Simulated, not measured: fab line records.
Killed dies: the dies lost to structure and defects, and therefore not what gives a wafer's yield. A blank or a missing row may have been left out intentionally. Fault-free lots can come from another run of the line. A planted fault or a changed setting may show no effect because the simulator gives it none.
fab line records :: flow n5_finfet :: part 2 of 2: steps 26 to 34 of 34
record:
  lots: 5
  wafers: 15
  last_day: 18
route steps=1938 shown MIM_BOT_LITHO@1854 MIM_BOT_ETCH@1866 PASS1_CAP@1873 TV_LITHO@1875 TV_OPEN@1887
lots untouched by any fault: they come from a run of this same line in which no faults occurred
start_h: start of the lot's first displayed wafer, in hours after the record's first day :: wait_h: how many hours have passed since the lot's step before this one :: " same as the row above :: L1.1+2: one row covering several wafers at once :: - either no value or no given start :: * or withheld: withheld :: < > ~ a bound
route shown NAME@n: a module of which the file shows steps, and the number in the route of the first :: usual: mean/standard deviation taken from wafers without a fault :: same: alike in all rows :: chamber/n: place in a boat :: sites: the reading at each site :: _std_site: standard deviation across them :: _edge_site: mean of outer sites minus mean of inner sites :: radius_mm: for every site, how far away it sits from the centre of the wafer :: mask NAME#n: copy n :: behind: the last tool/chamber to shape the wafer :: hold: the reason the lot was held/the length of the hold in hours/how it ended :: device: the transistor (n, p or np) that didn't switch :: end of line: the same wafers' tests at the end of the route :: step lacking rows: just its recipe :: killed: not the wafer's yield, but the dies lost to structure and defects at the first sort :: map: the dies of a wafer, with x for killed, . for not killed, _ for no die there
set.NAME: setting as actually run; set.NAME@STEP: the setting as run at that earlier step :: model.NAME: the simulator's own value behind a step, which no gauge read
a table for each step, a row for each wafer; lots at some steps of the route
services: from which hour (start_h, from the record's first day; less than 0 if before it) a tool's chamber was out of use, for how many hours, and why
== steps ==
step: N5_PASSIVATION_EXPOSE_07
recipe:
  mask_id: TV
  na: 0.55
  source_shape: conventional
  sigma_outer: 0.8
  polarization: unpolarized
  defocus_nm: 0
  target_cd_nm: 3000
  dose_mj: 22.75
usual:
  reticle_temp_C: 22.98/0.096
lot.wafer: L075.1
tool: krf_scanner-02
chamber: 0
start_h: 289.45
wait_h: -
mask: TV#0
reticle_temp_C: 22.99

lot.wafer: L075.4
tool: krf_scanner-02
chamber: 0
start_h: 289.45
wait_h: -
mask: TV#0
reticle_temp_C: 23.00

lot.wafer: L075.6
tool: krf_scanner-02
chamber: 0
start_h: 289.45
wait_h: -
mask: TV#0
reticle_temp_C: 22.97

lot.wafer: L076.3
tool: krf_scanner-01
chamber: 0
start_h: 323.08
wait_h: -
mask: TV#0
reticle_temp_C: 22.85

lot.wafer: L076.5
tool: krf_scanner-01
chamber: 0
start_h: 323.08
wait_h: -
mask: TV#0
reticle_temp_C: 22.91

lot.wafer: L076.6
tool: krf_scanner-01
chamber: 0
start_h: 323.08
wait_h: -
mask: TV#0
reticle_temp_C: 22.88

lot.wafer: L077.1
tool: krf_scanner-02
chamber: 0
start_h: 328.54
wait_h: -
mask: TV#0
reticle_temp_C: 23.23

lot.wafer: L077.2
tool: krf_scanner-02
chamber: 0
start_h: 328.54
wait_h: -
mask: TV#0
reticle_temp_C: 23.05

lot.wafer: L077.4
tool: krf_scanner-02
chamber: 0
start_h: 328.54
wait_h: -
mask: TV#0
reticle_temp_C: 23.01

lot.wafer: L083.2
tool: krf_scanner-01
chamber: 0
start_h: 369.41
wait_h: -
mask: TV#0
reticle_temp_C: 22.98

lot.wafer: L083.4
tool: krf_scanner-01
chamber: 0
start_h: 369.41
wait_h: -
mask: TV#0
reticle_temp_C: 23.08

lot.wafer: L083.6
tool: krf_scanner-01
chamber: 0
start_h: 369.41
wait_h: -
mask: TV#0
reticle_temp_C: 23.05

lot.wafer: L095.2
tool: krf_scanner-02
chamber: 0
start_h: 425.67
wait_h: -
mask: TV#0
reticle_temp_C: 22.87

lot.wafer: L095.3
tool: krf_scanner-02
chamber: 0
start_h: 425.67
wait_h: -
mask: TV#0
reticle_temp_C: 23.02

lot.wafer: L095.6
tool: krf_scanner-02
chamber: 0
start_h: 425.67
wait_h: -
mask: TV#0
reticle_temp_C: 23.06
step: N5_PASSIVATION_PEB_08
recipe:
  peb_temp_c: withheld
  peb_time_s: *
lot.wafer: L075.1+4+6
tool: litho_track-01
chamber: 0
start_h: 289.51
wait_h: 0.1

lot.wafer: L076.3+5+6
tool: litho_track-03
chamber: 0
start_h: 323.12
wait_h: 0.0

lot.wafer: L077.1+2+4
tool: litho_track-01
chamber: 0
start_h: 328.59
wait_h: 0.1

lot.wafer: L083.2+4+6
tool: litho_track-02
chamber: 0
start_h: 369.46
wait_h: 0.0

lot.wafer: L095.2+3+6
tool: litho_track-03
chamber: 0
start_h: 425.72
wait_h: 0.0
step: N5_PASSIVATION_DEVELOP_09
recipe:
  develop_time_s: 60
  rinse_liquid: diw
  dry: air_spin
  dev_temp_c: 21
lot.wafer: L075.1+4+6
tool: litho_track-01
chamber: 0
start_h: -
wait_h: -

lot.wafer: L076.3+5+6
tool: litho_track-03
chamber: 0
start_h: -
wait_h: -

lot.wafer: L077.1+2+4
tool: litho_track-01
chamber: 0
start_h: -
wait_h: -

lot.wafer: L083.2+4+6
tool: litho_track-02
chamber: 0
start_h: -
wait_h: -

lot.wafer: L095.2+3+6
tool: litho_track-03
chamber: 0
start_h: -
wait_h: -
step: N5_PASSIVATION_HARDBAKE_11
recipe:
  temp_c: 130
  time_s: 120
usual:
  plate_temp_C: 130.01/0.12
lot.wafer: L075.1
tool: litho_track-01
chamber: 0
start_h: -
wait_h: -
plate_temp_C: 129.95

lot.wafer: L075.4
tool: litho_track-01
chamber: 0
start_h: -
wait_h: -
plate_temp_C: 129.96

lot.wafer: L075.6
tool: litho_track-01
chamber: 0
start_h: -
wait_h: -
plate_temp_C: 129.93

lot.wafer: L076.3
tool: litho_track-03
chamber: 0
start_h: -
wait_h: -
plate_temp_C: 129.81

lot.wafer: L076.5
tool: litho_track-03
chamber: 0
start_h: -
wait_h: -
plate_temp_C: 130.03

lot.wafer: L076.6
tool: litho_track-03
chamber: 0
start_h: -
wait_h: -
plate_temp_C: 129.92

lot.wafer: L077.1
tool: litho_track-01
chamber: 0
start_h: -
wait_h: -
plate_temp_C: 129.85

lot.wafer: L077.2
tool: litho_track-01
chamber: 0
start_h: -
wait_h: -
plate_temp_C: 130.05

lot.wafer: L077.4
tool: litho_track-01
chamber: 0
start_h: -
wait_h: -
plate_temp_C: 130.06

lot.wafer: L083.2
tool: litho_track-02
chamber: 0
start_h: -
wait_h: -
plate_temp_C: 130.13

lot.wafer: L083.4
tool: litho_track-02
chamber: 0
start_h: -
wait_h: -
plate_temp_C: 129.94

lot.wafer: L083.6
tool: litho_track-02
chamber: 0
start_h: -
wait_h: -
plate_temp_C: 130.06

lot.wafer: L095.2
tool: litho_track-03
chamber: 0
start_h: -
wait_h: -
plate_temp_C: 129.83

lot.wafer: L095.3
tool: litho_track-03
chamber: 0
start_h: -
wait_h: -
plate_temp_C: 129.86

lot.wafer: L095.6
tool: litho_track-03
chamber: 0
start_h: -
wait_h: -
plate_temp_C: 129.83
step: N5_PASSIVATION_CD_MEAS_10
recipe:
  target_cd_nm: 3000
  landing_energy_ev: 500
  detector: se_inlens
usual:
  cd_nm: 2999.5/2.1
same:
  landing_energy_ev: 500
lot.wafer: L075.1
tool: cd_sem-01
chamber: 0
start_h: 289.63
wait_h: -
cd_nm: 3003.5

lot.wafer: L075.4
tool: cd_sem-01
chamber: 0
start_h: 289.63
wait_h: -
cd_nm: 3000.4

lot.wafer: L075.6
tool: cd_sem-01
chamber: 0
start_h: 289.63
wait_h: -
cd_nm: 2998.2

lot.wafer: L076.3
tool: cd_sem-01
chamber: 0
start_h: 323.24
wait_h: -
cd_nm: 2998.2

lot.wafer: L076.5
tool: cd_sem-01
chamber: 0
start_h: 323.24
wait_h: -
cd_nm: 2999.1

lot.wafer: L076.6
tool: cd_sem-01
chamber: 0
start_h: 323.24
wait_h: -
cd_nm: 2997.0

lot.wafer: L077.1
tool: cd_sem-01
chamber: 0
start_h: 328.71
wait_h: -
cd_nm: 2998.8

lot.wafer: L077.2
tool: cd_sem-01
chamber: 0
start_h: 328.71
wait_h: -
cd_nm: 2995.9

lot.wafer: L077.4
tool: cd_sem-01
chamber: 0
start_h: 328.71
wait_h: -
cd_nm: 2995.1

lot.wafer: L083.2
tool: cd_sem-02
chamber: 0
start_h: 369.58
wait_h: -
cd_nm: 2998.8

lot.wafer: L083.4
tool: cd_sem-02
chamber: 0
start_h: 369.58
wait_h: -
cd_nm: 3000.5

lot.wafer: L083.6
tool: cd_sem-02
chamber: 0
start_h: 369.58
wait_h: -
cd_nm: 3002.9

lot.wafer: L095.2
tool: cd_sem-01
chamber: 0
start_h: 425.84
wait_h: -
cd_nm: 2997.3

lot.wafer: L095.3
tool: cd_sem-01
chamber: 0
start_h: 425.84
wait_h: -
cd_nm: 3000.1

lot.wafer: L095.6
tool: cd_sem-01
chamber: 0
start_h: 425.84
wait_h: -
cd_nm: 3003.3
step: N5_PASSIVATION_OVL_MEAS_60
recipe:
  points_per_wafer: 44
usual:
  TV_OVL: -1/4.6
lot.wafer: L075.1
tool: overlay-01
chamber: 0
start_h: 289.66
wait_h: 0.0
TV_OVL[nm]: 3

lot.wafer: L075.4
tool: overlay-01
chamber: 0
start_h: 289.66
wait_h: 0.0
TV_OVL[nm]: -1

lot.wafer: L075.6
tool: overlay-01
chamber: 0
start_h: 289.66
wait_h: 0.0
TV_OVL[nm]: 1

lot.wafer: L076.3
tool: overlay-01
chamber: 0
start_h: 323.27
wait_h: 0.0
TV_OVL[nm]: -1

lot.wafer: L076.5
tool: overlay-01
chamber: 0
start_h: 323.27
wait_h: 0.0
TV_OVL[nm]: 6

lot.wafer: L076.6
tool: overlay-01
chamber: 0
start_h: 323.27
wait_h: 0.0
TV_OVL[nm]: 0

lot.wafer: L077.1
tool: overlay-02
chamber: 0
start_h: 328.74
wait_h: 0.0
TV_OVL[nm]: -5

lot.wafer: L077.2
tool: overlay-02
chamber: 0
start_h: 328.74
wait_h: 0.0
TV_OVL[nm]: -7

lot.wafer: L077.4
tool: overlay-02
chamber: 0
start_h: 328.74
wait_h: 0.0
TV_OVL[nm]: -4

lot.wafer: L083.2
tool: overlay-01
chamber: 0
start_h: 369.62
wait_h: 0.0
TV_OVL[nm]: 5

lot.wafer: L083.4
tool: overlay-01
chamber: 0
start_h: 369.62
wait_h: 0.0
TV_OVL[nm]: 9

lot.wafer: L083.6
tool: overlay-01
chamber: 0
start_h: 369.62
wait_h: 0.0
TV_OVL[nm]: 7

lot.wafer: L095.2
tool: overlay-02
chamber: 0
start_h: 425.87
wait_h: 0.0
TV_OVL[nm]: -1

lot.wafer: L095.3
tool: overlay-02
chamber: 0
start_h: 425.87
wait_h: 0.0
TV_OVL[nm]: -5

lot.wafer: L095.6
tool: overlay-02
chamber: 0
start_h: 425.87
wait_h: 0.0
TV_OVL[nm]: -2
step: N5_PASSIVATION_INSPECT_61
recipe:
  mode: adi
  inspect_instrument: macro
usual:
  raw_defect_count: 1.9/1.4
lot.wafer: L075.1
tool: defect_inspect-01
chamber: -
start_h: 289.68
wait_h: 0.0
raw_defect_count: 2

lot.wafer: L075.4
tool: defect_inspect-01
chamber: -
start_h: 289.68
wait_h: 0.0
raw_defect_count: 2

lot.wafer: L075.6
tool: defect_inspect-01
chamber: -
start_h: 289.68
wait_h: 0.0
raw_defect_count: 1

lot.wafer: L076.3
tool: defect_inspect-01
chamber: -
start_h: 323.30
wait_h: 0.0
raw_defect_count: 2

lot.wafer: L076.5
tool: defect_inspect-01
chamber: -
start_h: 323.30
wait_h: 0.0
raw_defect_count: 1

lot.wafer: L076.6
tool: defect_inspect-01
chamber: -
start_h: 323.30
wait_h: 0.0
raw_defect_count: 2

lot.wafer: L077.1
tool: defect_inspect-02
chamber: -
start_h: 328.77
wait_h: 0.0
raw_defect_count: 3

lot.wafer: L077.2
tool: defect_inspect-02
chamber: -
start_h: 328.77
wait_h: 0.0
raw_defect_count: 2

lot.wafer: L077.4
tool: defect_inspect-02
chamber: -
start_h: 328.77
wait_h: 0.0
raw_defect_count: 4

lot.wafer: L083.2
tool: defect_inspect-01
chamber: -
start_h: 369.64
wait_h: 0.0
raw_defect_count: 2

lot.wafer: L083.4
tool: defect_inspect-01
chamber: -
start_h: 369.64
wait_h: 0.0
raw_defect_count: 0

lot.wafer: L083.6
tool: defect_inspect-01
chamber: -
start_h: 369.64
wait_h: 0.0
raw_defect_count: 3

lot.wafer: L095.2
tool: defect_inspect-02
chamber: -
start_h: 425.90
wait_h: 0.0
raw_defect_count: 1

lot.wafer: L095.3
tool: defect_inspect-02
chamber: -
start_h: 425.90
wait_h: 0.0
raw_defect_count: 0

lot.wafer: L095.6
tool: defect_inspect-02
chamber: -
start_h: 425.90
wait_h: 0.0
raw_defect_count: 7
step: N5_PASSIVATION_DESCUM_12
recipe:
  chemistry: O2
  time_s: 7.9
  source_power_w: 50
  bias_power_w: 20
  pressure_mtorr: 20
  rf_frequency_hz: 2.712e+07
  temp_c: 40
  o2_flow_sccm: 225
usual:
  drypump_motor_current_A: 5.79/0.23
  oes_product_au: 0.79/0.092
  rf_vpp_V: 243.0/1.1
  showerhead_plenum_p_Torr: 2.08/0.049
  throttle_valve_pct: 20.5/0.32
lot.wafer: L075.1
tool: rie_diel-01
chamber: 2
start_h: 289.72
wait_h: 0.0
drypump_motor_current_A: 5.61
oes_product_au: 0.87
rf_hours_counter_h: 58
rf_vpp_V: 241.4
showerhead_plenum_p_Torr: 2.05
throttle_valve_pct: 20.5

lot.wafer: L075.4
tool: rie_diel-01
chamber: 0
start_h: 289.72
wait_h: 0.0
drypump_motor_current_A: 5.66
oes_product_au: 0.85
rf_hours_counter_h: -
rf_vpp_V: 243.4
showerhead_plenum_p_Torr: 2.09
throttle_valve_pct: 20.0

lot.wafer: L075.6
tool: rie_diel-01
chamber: 3
start_h: 289.72
wait_h: 0.0
drypump_motor_current_A: 5.56
oes_product_au: 0.69
rf_hours_counter_h: -
rf_vpp_V: 244.0
showerhead_plenum_p_Torr: 2.08
throttle_valve_pct: 20.4

lot.wafer: L076.3
tool: rie_diel-01
chamber: 3
start_h: 323.33
wait_h: 0.0
drypump_motor_current_A: 5.54
oes_product_au: 0.68
rf_hours_counter_h: 237
rf_vpp_V: 243.0
showerhead_plenum_p_Torr: 2.07
throttle_valve_pct: 20.4

lot.wafer: L076.5
tool: rie_diel-01
chamber: 0
start_h: 323.33
wait_h: 0.0
drypump_motor_current_A: 5.68
oes_product_au: 0.85
rf_hours_counter_h: -
rf_vpp_V: 241.2
showerhead_plenum_p_Torr: 2.09
throttle_valve_pct: 20.0

lot.wafer: L076.6
tool: rie_diel-01
chamber: 3
start_h: 323.33
wait_h: 0.0
drypump_motor_current_A: 5.55
oes_product_au: 0.69
rf_hours_counter_h: -
rf_vpp_V: 242.0
showerhead_plenum_p_Torr: 2.08
throttle_valve_pct: 20.4

lot.wafer: L077.1
tool: rie_diel-01
chamber: 0
start_h: 328.80
wait_h: 0.0
drypump_motor_current_A: 5.67
oes_product_au: 0.84
rf_hours_counter_h: 90
rf_vpp_V: 244.5
showerhead_plenum_p_Torr: 2.09
throttle_valve_pct: 20.0

lot.wafer: L077.2
tool: rie_diel-01
chamber: 1
start_h: 328.80
wait_h: 0.0
drypump_motor_current_A: 6.19
oes_product_au: 0.70
rf_hours_counter_h: 224
rf_vpp_V: 245.2
showerhead_plenum_p_Torr: 2.17
throttle_valve_pct: 21.1

lot.wafer: L077.4
tool: rie_diel-01
chamber: 3
start_h: 328.80
wait_h: 0.0
drypump_motor_current_A: 5.56
oes_product_au: 0.67
rf_hours_counter_h: 238
rf_vpp_V: 242.9
showerhead_plenum_p_Torr: 2.07
throttle_valve_pct: 20.4

lot.wafer: L083.2
tool: rie_diel-02
chamber: 3
start_h: 369.68
wait_h: 0.0
drypump_motor_current_A: 5.77
oes_product_au: 0.91
rf_hours_counter_h: 29
rf_vpp_V: 245.0
showerhead_plenum_p_Torr: 2.12
throttle_valve_pct: 20.3

lot.wafer: L083.4
tool: rie_diel-02
chamber: 0
start_h: 369.68
wait_h: 0.0
drypump_motor_current_A: 5.82
oes_product_au: 0.67
rf_hours_counter_h: 228
rf_vpp_V: 241.7
showerhead_plenum_p_Torr: 1.99
throttle_valve_pct: 20.7

lot.wafer: L083.6
tool: rie_diel-02
chamber: 0
start_h: 369.68
wait_h: 0.0
drypump_motor_current_A: 5.83
oes_product_au: 0.68
rf_hours_counter_h: -
rf_vpp_V: 241.3
showerhead_plenum_p_Torr: 1.99
throttle_valve_pct: 20.7

lot.wafer: L095.2
tool: rie_diel-01
chamber: 0
start_h: 426.04
wait_h: 0.1
drypump_motor_current_A: 5.69
oes_product_au: 0.80
rf_hours_counter_h: 121
rf_vpp_V: 242.5
showerhead_plenum_p_Torr: 2.07
throttle_valve_pct: 20.0

lot.wafer: L095.3
tool: rie_diel-01
chamber: 3
start_h: 426.04
wait_h: 0.1
drypump_motor_current_A: 5.56
oes_product_au: 0.95
rf_hours_counter_h: 10
rf_vpp_V: 243.7
showerhead_plenum_p_Torr: 2.07
throttle_valve_pct: 20.0

lot.wafer: L095.6
tool: rie_diel-01
chamber: 3
start_h: 426.04
wait_h: 0.1
drypump_motor_current_A: 5.54
oes_product_au: 0.94
rf_hours_counter_h: -
rf_vpp_V: 242.7
showerhead_plenum_p_Torr: 2.07
throttle_valve_pct: 20.0
step: N5_PASSIVATION_PASS_ETCH_74
recipe:
  chemistry: CF4/O2
  target: SiNx
  target_depth_a: 2200
  time_s: 110
  ion_energy_ev: 100
  pressure_mtorr: 40
  source_w: 535
  bias_w: 49
  Ar_flow_sccm: 100
  cf4_flow_sccm: 100
  O2_flow_sccm: 10
usual:
  drypump_motor_current_A: 5.79/0.23
  oes_product_au: 0.79/0.094
  rf_vpp_V: 239/3.4
  showerhead_plenum_p_Torr: 2.19/0.055
  throttle_valve_pct: 15.99/0.25
lot.wafer: L075.1
tool: rie_diel-01
chamber: 2
start_h: 289.78
wait_h: 0.0
drypump_motor_current_A: 5.63
oes_product_au: 0.87
rf_hours_counter_h: 58
rf_vpp_V: 243
showerhead_plenum_p_Torr: 2.14
throttle_valve_pct: 15.82

lot.wafer: L075.4
tool: rie_diel-01
chamber: 0
start_h: 289.78
wait_h: 0.0
drypump_motor_current_A: 5.69
oes_product_au: 0.84
rf_hours_counter_h: -
rf_vpp_V: 237
showerhead_plenum_p_Torr: 2.23
throttle_valve_pct: 15.76

lot.wafer: L075.6
tool: rie_diel-01
chamber: 3
start_h: 289.78
wait_h: 0.0
drypump_motor_current_A: 5.57
oes_product_au: 0.68
rf_hours_counter_h: -
rf_vpp_V: 241
showerhead_plenum_p_Torr: 2.18
throttle_valve_pct: 15.92

lot.wafer: L076.3
tool: rie_diel-01
chamber: 3
start_h: 323.39
wait_h: 0.0
drypump_motor_current_A: 5.56
oes_product_au: 0.67
rf_hours_counter_h: 237
rf_vpp_V: 240
showerhead_plenum_p_Torr: 2.17
throttle_valve_pct: 15.94

lot.wafer: L076.5
tool: rie_diel-01
chamber: 0
start_h: 323.39
wait_h: 0.0
drypump_motor_current_A: 5.68
oes_product_au: 0.83
rf_hours_counter_h: -
rf_vpp_V: 237
showerhead_plenum_p_Torr: 2.22
throttle_valve_pct: 15.76

lot.wafer: L076.6
tool: rie_diel-01
chamber: 3
start_h: 323.39
wait_h: 0.0
drypump_motor_current_A: 5.56
oes_product_au: 0.67
rf_hours_counter_h: -
rf_vpp_V: 237
showerhead_plenum_p_Torr: 2.17
throttle_valve_pct: 15.92

lot.wafer: L077.1
tool: rie_diel-01
chamber: 0
start_h: 328.87
wait_h: 0.0
drypump_motor_current_A: 5.67
oes_product_au: 0.83
rf_hours_counter_h: 90
rf_vpp_V: 237
showerhead_plenum_p_Torr: 2.22
throttle_valve_pct: 15.77

lot.wafer: L077.2
tool: rie_diel-01
chamber: 1
start_h: 328.87
wait_h: 0.0
drypump_motor_current_A: 6.24
oes_product_au: 0.70
rf_hours_counter_h: 224
rf_vpp_V: 240
showerhead_plenum_p_Torr: 2.27
throttle_valve_pct: 16.54

lot.wafer: L077.4
tool: rie_diel-01
chamber: 3
start_h: 328.87
wait_h: 0.0
drypump_motor_current_A: 5.57
oes_product_au: 0.68
rf_hours_counter_h: 238
rf_vpp_V: 240
showerhead_plenum_p_Torr: 2.17
throttle_valve_pct: 15.94

lot.wafer: L083.2
tool: rie_diel-02
chamber: 3
start_h: 369.74
wait_h: 0.0
drypump_motor_current_A: 5.81
oes_product_au: 0.90
rf_hours_counter_h: 29
rf_vpp_V: 241
showerhead_plenum_p_Torr: 2.24
throttle_valve_pct: 15.88

lot.wafer: L083.4
tool: rie_diel-02
chamber: 0
start_h: 369.74
wait_h: 0.0
drypump_motor_current_A: 5.82
oes_product_au: 0.67
rf_hours_counter_h: 228
rf_vpp_V: 238
showerhead_plenum_p_Torr: 2.08
throttle_valve_pct: 16.13

lot.wafer: L083.6
tool: rie_diel-02
chamber: 0
start_h: 369.74
wait_h: 0.0
drypump_motor_current_A: 5.81
oes_product_au: 0.67
rf_hours_counter_h: -
rf_vpp_V: 240
showerhead_plenum_p_Torr: 2.08
throttle_valve_pct: 16.14

lot.wafer: L095.2
tool: rie_diel-01
chamber: 0
start_h: 426.11
wait_h: 0.0
drypump_motor_current_A: 5.67
oes_product_au: 0.80
rf_hours_counter_h: 121
rf_vpp_V: 238
showerhead_plenum_p_Torr: 2.21
throttle_valve_pct: 15.82

lot.wafer: L095.3
tool: rie_diel-01
chamber: 3
start_h: 426.11
wait_h: 0.0
drypump_motor_current_A: 5.54
oes_product_au: 0.95
rf_hours_counter_h: 10
rf_vpp_V: 239
showerhead_plenum_p_Torr: 2.17
throttle_valve_pct: 15.48

lot.wafer: L095.6
tool: rie_diel-01
chamber: 3
start_h: 426.11
wait_h: 0.0
drypump_motor_current_A: 5.55
oes_product_au: 0.95
rf_hours_counter_h: -
rf_vpp_V: 240
showerhead_plenum_p_Torr: 2.17
throttle_valve_pct: 15.48
== services ==
tool: rie_diel-02
chamber: 2
start_h: 274.36
hours: 2.9
kind: repair

tool: rie_diel-05
chamber: 0
start_h: 275.61
hours: 2.2
kind: repair

tool: rie_diel-01
chamber: 1
start_h: 284.52
hours: 11.2
kind: repair

tool: rie_diel-03
chamber: 1
start_h: 288.45
hours: 4.6
kind: repair

tool: rie_diel-04
chamber: 3
start_h: 291.79
hours: 3.6
kind: repair

tool: pecvd-04
chamber: 1
start_h: 296.83
hours: 17.5
kind: repair

tool: krf_scanner-02
chamber: -
start_h: 299.64
hours: 1.0
kind: pm

tool: krf_scanner-01
chamber: -
start_h: 301.80
hours: 0.8
kind: pm

tool: wet_bench-03
chamber: -
start_h: 309.64
hours: 3.3
kind: repair

tool: krf_scanner-02
chamber: -
start_h: 326.07
hours: 1.3
kind: pm

tool: wet_bench-03
chamber: -
start_h: 329.18
hours: 1.0
kind: repair

tool: pecvd-01
chamber: -
start_h: 330.87
hours: 1.1
kind: repair

tool: pecvd-04
chamber: 2
start_h: 332.80
hours: 4.8
kind: repair

tool: pecvd-04
chamber: 1
start_h: 339.76
hours: 13.8
kind: repair

tool: krf_scanner-02
chamber: -
start_h: 345.42
hours: 0.8
kind: pm

tool: pecvd-02
chamber: 1
start_h: 349.04
hours: 29.0
kind: repair

tool: rie_diel-03
chamber: 2
start_h: 368.27
hours: 3.8
kind: repair

tool: krf_scanner-02
chamber: -
start_h: 369.78
hours: 1.0
kind: repair

tool: rie_diel-04
chamber: 1
start_h: 370.42
hours: 22.5
kind: repair

tool: krf_scanner-02
chamber: -
start_h: 370.82
hours: 3.6
kind: pm

tool: krf_scanner-01
chamber: -
start_h: 377.86
hours: 1.3
kind: pm

tool: krf_scanner-01
chamber: -
start_h: 383.37
hours: 1.0
kind: pm

tool: pecvd-04
chamber: 1
start_h: 407.79
hours: 10.0
kind: repair

tool: rie_diel-01
chamber: -
start_h: 413.97
hours: 1.2
kind: repair
